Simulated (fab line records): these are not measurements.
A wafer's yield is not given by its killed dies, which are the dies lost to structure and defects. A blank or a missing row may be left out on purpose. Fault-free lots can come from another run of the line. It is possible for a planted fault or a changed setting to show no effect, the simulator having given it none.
Which tool is to blame? | flow nand harc | Sampling: 12 lots, 36 wafers, 6 of 1302 route steps

## WHAT THE GAUGES SHOWED, per wafer
NHARC_P_BONDPAD_THK_MEAS_20: measures by xrf.
lot  | measured     | on            | thk nm (nm)
L831 | day 6 14:58  | film metro-02 | 159.3 160.8 161.4
L832 | day 7 02:35  | film metro-02 | 161.6 162.0 161.2
L834 | day 8 06:09  | film metro-02 | 160.2 162.2 162.0
L839 | day 10 04:38 | film metro-02 | 157.8 161.2 161.2
L841 | day 10 15:20 | film metro-01 | 159.4 158.3 158.1
L842 | day 11 03:50 | film metro-01 | 162.0 159.0 158.9
L844 | day 12 20:06 | film metro-01 | 160.7 159.8 159.0
L846 | day 12 20:46 | film metro-01 | 162.9 162.3 163.8
L847 | day 13 11:38 | film metro-02 | 161.2 161.7 162.3
L851 | day 14 22:16 | film metro-01 | 160.7 161.0 163.2
L853 | day 15 16:59 | film metro-02 | 161.7 161.9 161.9
L854 | day 16 06:56 | film metro-01 | 159.3 158.8 159.5

NHARC_A_SOURCE_PLATE_THK_MEAS_06: measures by ellipsometry.
lot  | measured     | on            | thk nm (nm)
L831 | day 7 14:32  | film metro-01 | 198.2 198.3 199.1
L832 | day 8 02:51  | film metro-02 | 198.3 196.6 199.8
L834 | day 9 06:27  | film metro-01 | 201.1 199.5 201.1
L839 | day 11 02:20 | film metro-02 | 201.9 200.5 201.0
L841 | day 11 14:48 | film metro-01 | 146.1 146.8 147.4 147.5 145.2 149.5
L842 | day 12 02:43 | film metro-02 | 144.9 147.5 144.3 145.2 146.6 145.0
L844 | day 13 17:55 | film metro-02 | 199.5 197.8 198.3
L846 | day 13 17:55 | film metro-02 | 201.0 200.5 200.9
L847 | day 14 10:26 | film metro-02 | 199.4 197.1 200.3
L851 | day 15 21:28 | film metro-02 | 198.2 198.8 198.3
L853 | day 16 15:47 | film metro-01 | 192.8 193.6 192.3
L854 | day 17 10:55 | film metro-01 | 198.0 198.1 197.3

NHARC_END_SORT_01.
lot  | measured     | on        | killed at array | killed at other | killed at periphery | killed dies | killed open | killed short
L842 | day 28 17:34 | prober-02 | 69              | 0               | 4                   | 73          | 3           | 1

## EACH LOT AND THE TOOL THAT RAN IT (in order: tool; ch and the chambers of the sampled wafers; start)
lot  | NHARC_P_BONDPAD_PRE_CLEAN_26            | NHARC_A_ZERO_WELL_RTA_16         | NHARC_A_SOURCE_PLATE_CVD_03
L831 | pvd sputter-03, day 6 14:58 or earlier  | rtp anneal-01 ch 0, day 6 17:46  | lpcvd poly-02 ch 0, day 7 04:34
L832 | pvd sputter-01, day 7 02:35 or earlier  | rtp anneal-01 ch 0, day 7 05:28  | lpcvd poly-02 ch 0, day 7 15:43
L834 | pvd sputter-01, day 8 06:09 or earlier  | rtp anneal-02 ch 0, day 8 08:58  | lpcvd poly-02 ch 0, day 8 19:53
L839 | pvd sputter-03, day 10 04:38 or earlier | rtp anneal-01 ch 0, day 10 07:27 | lpcvd poly-04 ch 0, day 10 15:54
L841 | pvd sputter-02, day 10 15:20 or earlier | rtp anneal-02 ch 0, day 10 18:10 | lpcvd poly-02 ch 0, day 11 04:02
L842 | pvd sputter-01, day 11 03:50 or earlier | rtp anneal-02 ch 0, day 11 06:42 | lpcvd poly-02 ch 0, day 11 16:42
L844 | pvd sputter-03, day 12 20:06 or earlier | rtp anneal-02 ch 0, day 12 22:53 | lpcvd poly-01 ch 0, day 13 07:54
L846 | pvd sputter-01, day 12 20:46 or earlier | rtp anneal-02 ch 0, day 12 23:36 | lpcvd poly-01 ch 0, day 13 07:54
L847 | pvd sputter-03, day 13 11:38 or earlier | rtp anneal-01 ch 0, day 13 14:26 | lpcvd poly-04 ch 0, day 14 00:31
L851 | pvd sputter-02, day 14 22:16 or earlier | rtp anneal-02 ch 0, day 15 01:04 | lpcvd poly-01 ch 0, day 15 11:04
L853 | pvd sputter-02, day 15 16:59 or earlier | rtp anneal-01 ch 0, day 15 19:40 | lpcvd poly-04 ch 0, day 16 05:14
L854 | pvd sputter-02, day 16 06:56 or earlier | rtp anneal-02 ch 0, day 16 09:48 | lpcvd poly-01 ch 0, day 16 21:25
- NHARC_P_BONDPAD_PRE_CLEAN_26: time 30 s.
- NHARC_A_ZERO_WELL_RTA_16: time 10 s.
- NHARC_A_SOURCE_PLATE_CVD_03: deposits poly-Si, target thk 200 nm, time 4000 s.

## AS READ BY THE TOOLS THEMSELVES (means over the sampled wafers that have a number; for cases with no such wafer, the mark the record gives instead)
NHARC_P_BONDPAD_PRE_CLEAN_26.
lot  | tool           | heater power w (W)
L831 | pvd sputter-03 | 409
L832 | pvd sputter-01 | 404
L834 | pvd sputter-01 | 406
L839 | pvd sputter-03 | 380
L841 | pvd sputter-02 | 341
L842 | pvd sputter-01 | 418
L844 | pvd sputter-03 | 394
L846 | pvd sputter-01 | 383
L847 | pvd sputter-03 | 365
L851 | pvd sputter-02 | 408
L853 | pvd sputter-02 | 381
L854 | pvd sputter-02 | 377

NHARC_A_ZERO_WELL_RTA_16.
lot  | tool          | lamp power pct (%) | lamp_zone_3_pct (%) | lamp_zone_6_pct (%) | wafer_temp_C_max
L831 | rtp anneal-01 | 34.7               | 34.6                | 34.6                | 1007.0
L832 | rtp anneal-01 | 34.7               | 34.7                | 34.6                | 1008.0
L834 | rtp anneal-02 | 29.9               | 29.9                | 29.8                | 1005.3
L839 | rtp anneal-01 | 34.8               | 34.7                | 34.6                | 1007.4
L841 | rtp anneal-02 | 29.9               | 29.9                | 29.8                | 1005.0
L842 | rtp anneal-02 | 29.8               | 29.8                | 29.8                | 1006.3
L844 | rtp anneal-02 | 29.8               | 29.8                | 29.8                | 1005.7
L846 | rtp anneal-02 | 29.9               | 29.9                | 29.8                | 1004.9
L847 | rtp anneal-01 | 34.7               | 34.7                | 34.6                | 1007.0
L851 | rtp anneal-02 | 29.9               | 29.8                | 29.8                | 1004.7
L853 | rtp anneal-01 | 34.7               | 34.7                | 34.6                | 1007.6
L854 | rtp anneal-02 | 29.9               | 29.9                | 29.8                | 1005.9

NHARC_A_SOURCE_PLATE_CVD_03.
lot  | tool          | spike tc bottom C (C) | spike tc centre C (C) | spike tc lower C (C) | spike tc top C (C) | spike tc upper C (C) | tube center temp C (C) | zone power bottom pct (%)
L831 | lpcvd poly-02 | 640.1                 | 621.8                 | 619.8                | 635.9              | 617.5                | 620                    | 13.8
L832 | lpcvd poly-02 | 639.5                 | 620.9                 | 619.5                | 636.4              | 617.8                | 620                    | 13.8
L834 | lpcvd poly-02 | 639.5                 | 620.9                 | 619.4                | 636.0              | 617.9                | 620                    | 13.9
L839 | lpcvd poly-04 | 639.4                 | 619.1                 | 618.8                | 634.1              | 617.9                | 620                    | 10.4
L841 | lpcvd poly-02 | 625.6                 | 606.9                 | 606.2                | 624.2              | 605.2                | 607                    | 13.2
L842 | lpcvd poly-02 | 626.3                 | 607.4                 | 606.4                | 623.5              | 604.9                | 607                    | 13.2
L844 | lpcvd poly-01 | 639.6                 | 619.2                 | 619.3                | 640.1              | 619.6                | 620                    | 14.7
L846 | lpcvd poly-01 | 639.9                 | 620.2                 | 620.1                | 640.1              | 619.9                | 620                    | 14.8
L847 | lpcvd poly-04 | 639.8                 | 618.3                 | 618.6                | 633.7              | 619.1                | 620                    | 10.4
L851 | lpcvd poly-01 | 638.0                 | 621.3                 | 620.2                | 639.9              | 618.5                | 620                    | 14.7
L853 | lpcvd poly-04 | 638.5                 | 619.6                 | 619.4                | 634.1              | 618.5                | 620                    | 10.5
L854 | lpcvd poly-01 | 639.7                 | 621.2                 | 620.1                | 639.7              | 618.5                | 620                    | 14.9

## THE ANSWER, worked out from the rows above alone
Rule: what is usual is taken from the lots themselves. Put in order of their means at a reading, lots are off if they are a third of the lots or fewer, leave a main group of 4 or more, and stand apart from it by a gap of 3 or more times the standard deviation of the main group's means; of several such gaps the widest counts. The tables above print the reading to a certain number of digits; a main group whose means all agree to those digits is not used. Also off: a lot with no number at a reading for which 4 or more lots have one. The other lots that the step has rows for count as sound. Order of review: gauges by route order, followed by the tools' own readings, for which a lot's mean as printed above is used. At the first step where some lot is off, the reading lying furthest off is the one used; lots without a number count as furthest.
Off, at NHARC_A_SOURCE_PLATE_THK_MEAS_06 on thk nm: L841, L842. Mean 198.6 nm and standard deviation 2.2 in the main group.
If a tool, at a process step before that reading, ran all the lots that are off and no sound lot after the first of them, it fits. Not tried: the gauges at NHARC_A_SOURCE_PLATE_THK_MEAS_06; whatever is off there is also off at NHARC_A_SOURCE_PLATE_CVD_03, on other tools, and gauge error can't account for it. NHARC_P_BONDPAD_PRE_CLEAN_26 gives no start for some lots, so the hours and the order of its lots are those of NHARC_P_BONDPAD_THK_MEAS_20. One fits: lpcvd poly-02 at NHARC_A_SOURCE_PLATE_CVD_03. Its last sound lot is L834 (day 8 19:53), its first lot that is off L841 (day 11 04:02): a fault that began between those two fits.
The tool's own readings at NHARC_A_SOURCE_PLATE_CVD_03 bear it out: on the lots that are off they differ by more than 5 times the standard deviation of the sound lots' means. spike tc bottom C reads 626.0 C there against 639.4 C on the sound lots; spike tc centre C reads 607.1 C there against 620.2 C on the sound lots; spike tc lower C reads 606.3 C there against 619.5 C on the sound lots; spike tc top C reads 623.9 C there against 637.0 C on the sound lots; spike tc upper C reads 605.0 C there against 618.5 C on the sound lots; tube center temp C reads 607 C there against 620 C on the sound lots.

## WHAT THE SIMULATOR PUT IN
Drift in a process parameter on lpcvd poly-02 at NHARC_A_SOURCE_PLATE_CVD_03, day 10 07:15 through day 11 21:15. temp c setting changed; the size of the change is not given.
Lots struck among those shown: L841, L842. The rule above found the same.
